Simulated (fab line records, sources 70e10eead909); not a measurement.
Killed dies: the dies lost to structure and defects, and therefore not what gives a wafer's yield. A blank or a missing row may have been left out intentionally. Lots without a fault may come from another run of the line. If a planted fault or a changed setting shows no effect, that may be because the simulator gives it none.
Which tool did it? -- flow nandHarc -- Sampling: 24 lots, 72 wafers, 5 of 1159 route steps

## WHAT THE GAUGES SHOWED, per wafer
NHARC_A_CONTACT_OVL_MEAS_70.
lot,measured,on,overlayXNm (nm),overlayYNm (nm)
L074,day 17 00:35,overlay-02,0.1 0.0 -0.4,-0.5 -0.5 -0.1
L078,day 17 01:18,overlay-01,0.0 -0.1 0.3,0.3 0.0 0.0
L075,day 17 04:33,overlay-01,0.6 1.2 1.5,0.2 0.2 -0.4
L076,day 17 11:11,overlay-01,-1.0 -1.3 -1.1,1.7 0.8 1.2
L077,day 17 19:39,overlay-01,-0.1 -0.5 -0.7,0.7 1.0 1.4
L079,day 18 00:46,overlay-02,-0.1 -0.3 0.1,-0.6 -0.2 -0.8
L081,day 18 08:35,overlay-01,-2.2 -1.7 -2.1,-0.1 -0.4 0.4
L080,day 18 14:11,overlay-02,-0.3 -0.6 0.4,0.1 0.6 0.6
L082,day 19 01:17,overlay-01,0.0 -0.3 0.1,-0.2 0.6 -0.1
L084,day 19 03:45,overlay-01,-0.2 -0.2 0.2,1.9 1.4 1.4
L083,day 19 04:15,overlay-02,-1.1 -0.6 0.2,0.2 -0.2 0.3
L088,day 20 08:14,overlay-02,0.7 0.2 0.8,0.8 0.6 0.7
L086,day 20 08:55,overlay-01,1.3 1.2 1.4,-0.3 -0.8 -0.5
L087,day 20 14:32,overlay-02,-1.5 -1.7 -1.4,-0.1 0.2 0.0
L085,day 20 22:36,overlay-02,0.6 0.3 0.1,0.2 0.1 -0.4
L090,day 21 01:49,overlay-01,0.5 0.5 -0.1,1.7 1.3 1.2
L093,day 21 05:25,overlay-02,-0.1 -0.7 -0.4,0.1 0.6 0.2
L091,day 21 14:31,overlay-01,0.1 0.5 0.0,0.1 -0.1 0.0
L095,day 21 15:58,overlay-01,0.1 -0.1 0.0,-0.2 -0.3 0.0
L092,day 21 21:47,overlay-02,0.9 1.2 1.4,0.0 0.1 1.2
L089,day 21 23:09,overlay-01,0.5 0.8 0.4,0.3 0.2 1.0
L094,day 22 02:47,overlay-01,1.4 1.4 1.7,-1.3 -1.2 -0.9
L097,day 22 07:22,overlay-02,0.9 0.3 0.2,1.4 1.1 1.7
L096,day 22 09:04,overlay-01,0.0 -0.1 -0.3,0.5 0.5 0.8

NHARC_A_CONTACT_INSPECT_10.
lot,measured,on,rawDefectCount
L074,day 17 06:55,defectInspect-02,26 22 23
L078,day 17 09:17,defectInspect-02,28 42 35
L075,day 17 11:08,defectInspect-01,13 11 4
L076,day 17 17:52,defectInspect-02,19 21 24
L077,day 18 02:37,defectInspect-01,6 10 7
L079,day 18 07:41,defectInspect-02,37 40 23
L081,day 18 15:16,defectInspect-01,14 12 13
L080,day 18 23:37,defectInspect-02,28 30 25
L082,day 19 08:51,defectInspect-02,22 26 16
L084,day 19 10:09,defectInspect-02,14 15 17
L083,day 19 11:25,defectInspect-02,45 41 35
L088,day 20 15:37,defectInspect-02,25 38 38
L086,day 20 15:52,defectInspect-01,11 10 15
L087,day 20 21:59,defectInspect-01,43 42 42
L085,day 21 08:29,defectInspect-02,24 32 29
L090,day 21 12:05,defectInspect-02,59 50 50
L093,day 21 17:17,defectInspect-01,20 16 11
L091,day 21 23:02,defectInspect-01,12 13 14
L095,day 22 01:04,defectInspect-02,40 29 33
L092,day 22 07:05,defectInspect-01,49 53 49
L089,day 22 08:16,defectInspect-02,26 32 34
L094,day 22 09:23,defectInspect-01,64 53 54
L097,day 22 15:22,defectInspect-01,28 18 21
L096,day 22 16:37,defectInspect-02,38 52 33

## EACH LOT AND THE TOOL THAT RAN IT (in order: tool; ch and the chambers of the sampled wafers; start)
lot,NHARC_A_CONTACT_DESCUM_74,NHARC_A_CONTACT_ETCH_124,NHARC_A_CONTACT_ETCH_97
L074,"rieDiel-11 ch 0,2,3, day 17 00:43","harCapEtch-03 ch 0,1, day 17 01:55","rieDiel-11 ch 0,2,3, day 17 06:55 or earlier"
L078,"rieDiel-04 ch 1,2, day 17 01:25","harCapEtch-01 ch 0,1, day 17 02:35","rieDiel-03 ch 2,3, day 17 09:17 or earlier"
L075,"rieDiel-03 ch 0,3, day 17 04:39","harCapEtch-02 ch 0,1, day 17 06:03","rieDiel-04 ch 0,3, day 17 11:08 or earlier"
L076,"rieDiel-11 ch 1,2,3, day 17 11:20","harCapEtch-03 ch 0,1, day 17 12:47","rieDiel-11 ch 1,3, day 17 17:52 or earlier"
L077,"rieDiel-04 ch 1,2, day 17 19:45","harCapEtch-01 ch 0,1, day 17 20:55","rieDiel-03 ch 0,1,3, day 18 02:37 or earlier"
L079,"rieDiel-11 ch 2,3, day 18 00:52","harCapEtch-03 ch 0,1, day 18 01:59","rieDiel-03 ch 0,1, day 18 07:41 or earlier"
L081,"rieDiel-11 ch 1,2, day 18 08:41","harCapEtch-01 ch 0,1, day 18 10:04","rieDiel-11 ch 2,3, day 18 15:16 or earlier"
L080,"rieDiel-04 ch 1,2,3, day 18 14:17","harCapEtch-02 ch 0,1, day 18 15:25","rieDiel-11 ch 1,2,3, day 18 23:37 or earlier"
L082,"rieDiel-03 ch 0,1,3, day 19 01:23","harCapEtch-03 ch 0,1, day 19 02:32","rieDiel-11 ch 0,2, day 19 08:51 or earlier"
L084,"rieDiel-03 ch 1,3, day 19 03:52","harCapEtch-02 ch 0,1, day 19 05:00","rieDiel-03 ch 0,1,2, day 19 10:09 or earlier"
L083,"rieDiel-03 ch 0,3, day 19 04:21","harCapEtch-01 ch 0,1, day 19 05:46","rieDiel-04 ch 0,1,3, day 19 11:25 or earlier"
L088,"rieDiel-11 ch 0,3, day 20 08:20","harCapEtch-03 ch 0,1, day 20 09:32","rieDiel-03 ch 0,1,3, day 20 15:37 or earlier"
L086,"rieDiel-03 ch 0,2,3, day 20 09:01","harCapEtch-02 ch 0,1, day 20 10:12","rieDiel-11 ch 0,1,2, day 20 15:52 or earlier"
L087,"rieDiel-03 ch 0,2,3, day 20 14:40","harCapEtch-03 ch 0,1, day 20 16:23","rieDiel-03 ch 1,2, day 20 21:59 or earlier"
L085,"rieDiel-03 ch 2,3, day 20 22:42","harCapEtch-03 ch 0,1, day 20 23:53","rieDiel-03 ch 0,2,3, day 21 01:53"
L090,"rieDiel-11 ch 0,1,3, day 21 01:55","harCapEtch-01 ch 0,1, day 21 03:10","rieDiel-03 ch 0,2, day 21 05:13"
L093,"rieDiel-03 ch 0,1,2, day 21 05:31","harCapEtch-01 ch 0,1, day 21 06:41","rieDiel-03 ch 0,1,3, day 21 17:17 or earlier"
L091,"rieDiel-04 ch 0,1,3, day 21 14:37","harCapEtch-03 ch 1, day 21 15:52","rieDiel-03 ch 1,3, day 21 23:02 or earlier"
L095,"rieDiel-03 ch 1,2, day 21 16:04","harCapEtch-01 ch 1, day 21 17:14","rieDiel-11 ch 0,1,2, day 22 01:04 or earlier"
L092,"rieDiel-04 ch 0,1,2, day 21 21:52","harCapEtch-02 ch 0,1, day 21 23:00","rieDiel-03 ch 1,3, day 22 07:05 or earlier"
L089,"rieDiel-11 ch 0,2,3, day 21 23:16","harCapEtch-01 ch 0,1, day 22 00:23","rieDiel-11 ch 0,1,2, day 22 08:16 or earlier"
L094,"rieDiel-03 ch 0,2,3, day 22 02:54","harCapEtch-01 ch 0,1, day 22 04:01","rieDiel-03 ch 1,3, day 22 09:23 or earlier"
L097,"rieDiel-11 ch 0,2,3, day 22 07:28","harCapEtch-01 ch 0,1, day 22 08:36","rieDiel-11 ch 0,1,2, day 22 15:22 or earlier"
L096,"rieDiel-04 ch 0,1,3, day 22 09:11","harCapEtch-03 ch 0,1, day 22 10:25","rieDiel-03 ch 2,3, day 22 16:37 or earlier"
- NHARC_A_CONTACT_DESCUM_74: chemistry O2, time 3 s.
- NHARC_A_CONTACT_ETCH_124: etches the open film in C4F8/O2/Ar, time 140 s, target depth 700 nm.
- NHARC_A_CONTACT_ETCH_97: etches the open film in C4F6/O2, target depth 20 nm, time 10 s.

## AS READ BY THE TOOLS THEMSELVES (means over the sampled wafers that have a number; for cases with no such wafer, the mark the record gives instead)
NHARC_A_CONTACT_DESCUM_74.
lot,tool,drypumpMotorCurrentA (A),mfcArSccm (sccm),oesProductAu (a.u.),rfVppV (V),showerheadPlenumPTorr (Torr),throttleValvePct (%)
L074,rieDiel-11,5.8,0.000,1.001,58.5,1.96,11.310
L078,rieDiel-04,5.4,0.000,1.000,57.9,1.86,11.317
L075,rieDiel-03,6.0,0.000,1.005,58.0,1.92,11.309
L076,rieDiel-11,5.9,0.002,1.007,58.3,1.98,11.312
L077,rieDiel-04,5.4,0.000,0.999,57.6,1.86,11.310
L079,rieDiel-11,6.0,0.000,1.008,58.0,1.98,11.306
L081,rieDiel-11,5.7,0.005,1.004,58.5,1.97,11.313
L080,rieDiel-04,5.6,0.000,1.003,57.7,1.88,11.320
L082,rieDiel-03,5.8,0.008,1.000,57.3,1.94,11.309
L084,rieDiel-03,5.8,0.017,0.993,58.8,2.02,11.313
L083,rieDiel-03,5.7,0.000,0.997,57.5,1.86,11.314
L088,rieDiel-11,5.5,0.000,1.010,57.4,1.91,11.311
L086,rieDiel-03,5.7,0.005,0.988,57.5,1.91,11.309
L087,rieDiel-03,5.7,0.005,0.989,57.8,1.91,11.316
L085,rieDiel-03,5.7,0.011,0.995,57.4,1.98,11.310
L090,rieDiel-11,5.6,0.002,1.001,58.2,1.92,11.309
L093,rieDiel-03,5.4,0.014,0.998,57.4,1.93,11.306
L091,rieDiel-04,5.7,0.004,1.002,57.8,1.90,11.305
L095,rieDiel-03,5.5,0.022,1.003,58.5,2.01,11.310
L092,rieDiel-04,5.5,0.004,1.005,57.5,1.88,11.304
L089,rieDiel-11,5.7,0.000,1.006,58.1,1.95,11.311
L094,rieDiel-03,5.7,0.005,0.994,58.0,1.91,11.309
L097,rieDiel-11,5.8,0.000,1.006,58.8,1.95,11.310
L096,rieDiel-04,5.7,0.004,1.008,57.3,1.90,11.313

NHARC_A_CONTACT_ETCH_97.
lot,tool,drypumpMotorCurrentA (A),mfcArSccm (sccm),oesProductAu (a.u.),rfVppV (V),showerheadPlenumPTorr (Torr),throttleValvePct (%)
L074,rieDiel-11,5.8,499.4,0.942,548.4,4.01,26.900
L078,rieDiel-03,6.1,499.2,0.951,549.6,4.04,26.895
L075,rieDiel-04,6.1,500.7,0.943,547.6,3.95,26.909
L076,rieDiel-11,5.8,499.9,0.944,547.9,3.99,26.904
L077,rieDiel-03,5.8,500.4,1.010,547.8,3.97,26.905
L079,rieDiel-03,5.5,500.0,0.945,543.9,3.86,26.903
L081,rieDiel-11,6.0,499.6,0.953,550.5,4.10,26.894
L080,rieDiel-11,5.8,500.7,1.006,549.4,4.04,26.908
L082,rieDiel-11,5.6,499.9,0.972,547.6,3.97,26.904
L084,rieDiel-03,5.5,500.1,0.948,547.8,3.96,26.899
L083,rieDiel-04,5.7,500.0,0.948,546.8,3.91,26.908
L088,rieDiel-03,5.8,499.5,0.937,546.5,3.96,26.897
L086,rieDiel-11,5.6,498.8,1.008,548.8,4.00,26.904
L087,rieDiel-03,5.5,499.9,0.925,550.9,4.11,26.896
L085,rieDiel-03,5.7,501.3,0.950,546.5,3.92,26.909
L090,rieDiel-03,5.4,498.7,0.996,546.2,3.93,26.908
L093,rieDiel-03,5.8,502.1,0.943,547.1,3.96,26.907
L091,rieDiel-03,6.1,500.0,0.945,550.2,4.07,26.907
L095,rieDiel-11,5.6,500.4,0.955,548.0,3.99,26.904
L092,rieDiel-03,5.8,498.4,0.941,551.2,4.11,26.896
L089,rieDiel-11,5.6,500.3,0.961,547.5,3.99,26.898
L094,rieDiel-03,5.8,500.9,0.948,549.8,4.11,26.902
L097,rieDiel-11,5.7,500.3,0.954,548.7,3.99,26.898
L096,rieDiel-03,6.0,501.0,0.943,548.8,4.03,26.898

## THE ANSWER, worked out from the rows above alone
Rule: the lots themselves supply what counts as usual. The widest of any qualifying gaps counts: lots, ordered by their means at a reading, are off when they make up no more than a third of the lots, leave a main group of 4 or more, and stand apart from it by 3 or more times the standard deviation of that group's means. A main group is skipped when, at the precision printed for the reading in the tables above, its means are all equal. Also off: a lot with no number at a reading for which 4 or more lots have one. Any other lot the step has rows for is counted as sound. Order of review: gauges by route order, followed by the tools' own readings, for which a lot's mean as printed above is used. At the first step where some lot is off, the reading lying furthest off is the one used; lots without a number count as furthest.
Across all readings shown, no lot is off: no conclusion can be drawn from this.

## WHAT THE SIMULATOR HAD PUT IN
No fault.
